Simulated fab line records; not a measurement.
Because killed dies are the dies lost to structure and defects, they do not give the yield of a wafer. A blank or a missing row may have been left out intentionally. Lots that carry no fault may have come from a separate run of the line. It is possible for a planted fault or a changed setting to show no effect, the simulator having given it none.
Chamber matching ; flow n5_finfet ; rie_diel-01 running N5_BEOL_M15_ETCH_59: 3 sister chambers
The step etches BARC in N2/H2, target depth 89 nm, overetch 26.7 nm, time 67.9 s. 18 wafers are shown with their chamber, then 7 later ones without.

== WAFERS, EACH WITH ITS CHAMBER ==
wafer;chamber;showerhead_plenum_p_Torr (Torr);drypump_motor_current_A (A);rf_vpp_V (V)
L081.2;0;2.52;5.8;522.9
L081.3;2;2.63;5.5;524.9
L081.5;2;2.63;5.5;525.9
L080.1;1;2.51;6.1;521.8
L080.2;2;2.63;5.5;526.3
L080.6;2;2.63;5.5;525.7
L083.2;1;2.51;6.1;523.2
L083.3;2;2.63;5.5;526.4
L083.5;0;2.52;5.7;522.5
L084.1;2;2.63;5.5;527.1
L084.4;0;2.52;5.7;522.2
L084.6;2;2.63;5.5;525.7
L086.2;1;2.51;6.1;523.8
L086.3;1;2.51;6.1;523.3
L086.4;2;2.62;5.5;524.5
L088.2;1;2.51;6.1;523.4
L088.5;0;2.52;5.7;522.1
L088.6;1;2.51;6.1;523.1

SIGNATURES (averages over the wafers above)
reading;chamber 0;chamber 1;chamber 2;scatter within a chamber
showerhead_plenum_p_Torr;2.5200;2.5100;2.6288;0.00242
drypump_motor_current_A;5.725;6.100;5.500;0.0224
rf_vpp_V;522.425;523.100;525.812;0.709
Rule: distance of a wafer from a chamber = root of the sum over the readings of ((wafer's reading minus chamber's mean) / reading's scatter) squared. If the next closest chamber is less than 2 further off than the closest, the wafer can't be placed; otherwise it belongs to the closest. The scatter: take each reading less its chamber's mean, square it, sum over the shown wafers, divide by the number of wafers less the number of chambers, and take the root.

== WAFERS WITHOUT THEIR CHAMBER ==
wafer;showerhead_plenum_p_Torr (Torr);drypump_motor_current_A (A);rf_vpp_V (V)
L091.3;2.52;5.7;523.2
L091.4;2.51;6.1;522.7
L091.6;2.52;5.7;522.5
L093.1;2.61;5.5;525.2
L093.4;2.50;6.1;522.0
L097.5;2.51;5.7;522.7
L097.6;2.50;6.0;522.7

== THE CHAMBER EACH PASSED THROUGH ==
wafer;from the rows above;in truth
L091.3;0;0
L091.4;1;1
L091.6;0;0
L093.1;2;2
L093.4;1;1
L097.5;0;0
L097.6;1;1
7 of 7 placed correctly. Can't be placed from these rows: 0. Placed wrongly: 0.
